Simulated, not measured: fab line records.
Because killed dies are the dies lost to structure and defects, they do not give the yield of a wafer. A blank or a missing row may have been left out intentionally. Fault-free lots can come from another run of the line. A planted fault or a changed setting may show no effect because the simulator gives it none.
Split-lot trial ; flow n5-finfet ; on a route of 1938 steps: 7 lots, 21 wafers read

== SPLIT DETAILS ==
At N5_FIN_SAQP_PEB_14 (peb time 60 s), the setting peb-time-s was moved away from the recipe's 60 s on 7 of the 21 wafers read, by -16.2% to +12.3%. The other wafers ran this setting at the recipe's value.

== FROM SPLIT TO READING: 1 step shown by the file between the two ==
- N5_FIN_SAQP_DEVELOP_15: develop time 30 s (also split here: develop-time-s)

== THE READING ==
cd-nm (nm) at N5_FIN_SAQP_CD_MEAS_16, where the cd target is 35.6 nm. Typical for fault-free wafers on this fab line: 35.7 nm, with standard deviation 0.35 nm.

wafer;tool, chamber at the split;peb-time-s as run, s;against the recipe;cd-nm, nm;against lot-mates on the recipe
L085.1;litho-track-04, 0;60;recipe;36.1;-
L085.2;litho-track-04, 0;60;recipe;35.5;-
L085.6;litho-track-04, 0;60;recipe;35.4;-
L086.1;litho-track-05, 0;65.4;+9.0%;34.9;-1.6
L086.2;litho-track-05, 0;65.4;+9.0%;34.7;-1.8
L086.5;litho-track-05, 0;60;recipe;36.5;-
L088.1;litho-track-04, 0;60;recipe;35.0;-
L088.2;litho-track-04, 0;60;recipe;35.5;-
L088.3;litho-track-04, 0;60;recipe;35.9;-
L090.1;litho-track-05, 0;60;recipe;36.7;-
L090.2;litho-track-05, 0;50.25;-16.2%;38.4;+2.0
L090.3;litho-track-05, 0;60;recipe;36.0;-
L091.3;litho-track-04, 0;60;recipe;35.7;-
L091.4;litho-track-04, 0;60;recipe;35.4;-
L091.6;litho-track-04, 0;60;recipe;35.3;-
L094.2;litho-track-05, 0;60;recipe;36.0;-
L094.5;litho-track-05, 0;60;recipe;36.3;-
L094.6;litho-track-05, 0;67.36;+12.3%;34.2;-1.9
L096.3;litho-track-03, 0;54.54;-9.1%;36.9;no lot-mate on the recipe
L096.4;litho-track-03, 0;54.54;-9.1%;37.1;no lot-mate on the recipe
L096.5;litho-track-03, 0;54.54;-9.1%;37.0;no lot-mate on the recipe

THE FIT
A straight line over all 21 wafers: cd-nm changes by -0.136 nm for each +1% of peb-time-s; r = -0.90; the points scatter about the line by 0.42 nm.
The same after taking each lot's own level away (the mean of its wafers on the recipe; 18 wafers): -0.151 nm for each +1%; r = -0.95; scatter 0.3 nm.
Per that fit: largest peb-time-s move, reading shift of 2.4 nm.
From 35.47 to 36.50 nm: that is the span of the lots' own levels, equal to 3.0 times the standard deviation above.
So the lot-to-lot level changes the slope little: the two slopes agree.
Check: +2.82 nm against its lot-mates is what the line predicts for one of the wafers moved furthest among these (-16.2%) when that wafer is left out of the fit. Against them it came out at +2.05 nm.

== THE OTHER SPLITS THESE WAFERS WENT THROUGH ==
Other splits were also applied to these wafers ahead of the reading. Each is held against what the fit with the lots' levels taken away leaves over:
other split on the same wafers;wafers away from the commonest value;r with cd-nm (lot level and that fit taken away)
N5_WELL_APT_COAT_02 spin-rpm;9;+0.02
N5_WELL_APT_EXPOSE_22 dose-mj;2;-0.43
N5_WELL_APT_PEB_23 peb-temp-c;8;+0.10
N5_FIN_SAQP_DEVELOP_15 develop-time-s;7;+0.05

== FILE'S OWN FIT ==
cd-nm changes by -0.146 nm for each +1% of peb-time-s, r = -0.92.
